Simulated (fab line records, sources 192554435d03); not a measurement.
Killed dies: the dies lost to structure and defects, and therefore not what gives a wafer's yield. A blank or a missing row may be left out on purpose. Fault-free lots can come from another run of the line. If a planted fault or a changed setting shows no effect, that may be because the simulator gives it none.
Chamber matching	flow n5Finfet	4 sister chambers for N5_MOL_CONTACT_COAG_ETCHBACK_132 on rieDiel-02
The step etches SiO2 in CHF3, target depth 10 nm, time 6.7 s. 4 wafers are shown with their chamber, then 7 later ones without.

== WAFERS WITH THEIR CHAMBER ==
wafer	chamber	oesProductAu (a.u.)
L088.6	1	0.74
L089.5	2	0.74
L090.2	3	0.70
L090.4	0	0.85

== WAFERS WITH NO CHAMBER GIVEN ==
wafer	oesProductAu (a.u.)
L090.5	0.85
L091.1	0.74
L091.3	0.70
L091.4	0.85
L092.2	0.69
L092.3	0.72
L092.4	0.72

== WHICH CHAMBER EACH ONE RAN IN ==
wafer	from the rows above	in truth
L090.5	0	0
L091.1	can't be placed: 1 or 2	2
L091.3	3	3
L091.4	0	0
L092.2	3	3
L092.3	can't be placed: 1 or 2 or 3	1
L092.4	can't be placed: 1 or 2 or 3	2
Correctly placed: 4 of 7. Can't be placed from these rows: 3 (the true chamber is among the candidates in 3). 0 placed wrongly.
How it was worked out, from the rows above alone: a wafer's distance from a chamber is the root of the sum, over the readings, of the square of ((its reading less the chamber's mean) divided by the reading's scatter). If the next closest chamber is less than 2 further off than the closest, the wafer can't be placed; otherwise it belongs to the closest. A chamber's mean is the mean of its shown wafers. The scatter (one wafer shown for each chamber): square how far every hidden wafer sits from the nearest shown wafer, average those squares and take the square root.
